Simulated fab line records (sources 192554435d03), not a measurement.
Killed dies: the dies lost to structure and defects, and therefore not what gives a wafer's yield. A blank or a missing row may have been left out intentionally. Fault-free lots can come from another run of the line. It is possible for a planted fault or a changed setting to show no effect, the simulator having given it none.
Chamber matching | flow n5Finfet | N5_HKMG_FIN_STRIP_93 on rieDiel-01 has 4 sister chambers
The step strips SOC in N2/H2, time 20 s. 14 wafers are shown with their chamber, then 7 later ones without.

## EACH WAFER AND ITS CHAMBER
wafer  | chamber | showerheadPlenumPTorr (Torr) | drypumpMotorCurrentA (A) | throttleValvePct (%)
L075.1 | 0       | 3.24                         | 6.2                      | 18.7
L075.2 | 3       | 3.09                         | 5.1                      | 18.4
L075.6 | 1       | 3.32                         | 6.5                      | 18.8
L082.1 | 2       | 3.47                         | 5.5                      | 19.1
L082.3 | 3       | 3.08                         | 5.2                      | 18.4
L082.4 | 0       | 3.23                         | 6.2                      | 18.8
L088.2 | 0       | 3.22                         | 6.2                      | 18.8
L088.3 | 2       | 3.47                         | 5.4                      | 19.1
L088.6 | 2       | 3.47                         | 5.4                      | 19.1
L090.2 | 0       | 3.22                         | 6.3                      | 18.8
L090.4 | 3       | 3.07                         | 5.1                      | 18.5
L090.6 | 0       | 3.22                         | 6.2                      | 18.8
L093.2 | 1       | 3.30                         | 6.5                      | 18.8
L093.4 | 2       | 3.46                         | 5.4                      | 19.1

SIGNATURES (averages over the wafers above)
reading               | chamber 0 | chamber 1 | chamber 2 | chamber 3 | scatter within a chamber
showerheadPlenumPTorr | 3.2260    | 3.3100    | 3.4675    | 3.0800    | 0.00892
drypumpMotorCurrentA  | 6.220     | 6.500     | 5.425     | 5.133     | 0.0471
throttleValvePct      | 18.780    | 18.800    | 19.100    | 18.433    | 0.0383
Rule: distance of a wafer from a chamber = root of the sum over the readings of ((wafer's reading minus chamber's mean) / reading's scatter) squared. If the next closest chamber is less than 2 further off than the closest, the wafer can't be placed; otherwise it belongs to the closest. The scatter: take each reading less its chamber's mean, square it, sum over the shown wafers, divide by the number of wafers less the number of chambers, and take the root.

## WAFERS WHOSE CHAMBER IS MISSING
wafer  | showerheadPlenumPTorr (Torr) | drypumpMotorCurrentA (A) | throttleValvePct (%)
L093.6 | 3.22                         | 6.2                      | 18.8
L095.2 | 3.30                         | 6.5                      | 18.8
L095.5 | 3.22                         | 6.2                      | 18.8
L095.6 | 3.30                         | 6.4                      | 18.9
L097.1 | 3.07                         | 5.2                      | 18.5
L097.5 | 3.46                         | 5.4                      | 19.2
L097.6 | 3.07                         | 5.1                      | 18.5

## EACH ONE'S CHAMBER
wafer  | from the rows above | in truth
L093.6 | 0                   | 0
L095.2 | 1                   | 1
L095.5 | 0                   | 0
L095.6 | 1                   | 1
L097.1 | 3                   | 3
L097.5 | 2                   | 2
L097.6 | 3                   | 3
Placed correctly: 7 of 7. Can't be placed from these rows: 0. Wrongly placed: 0.
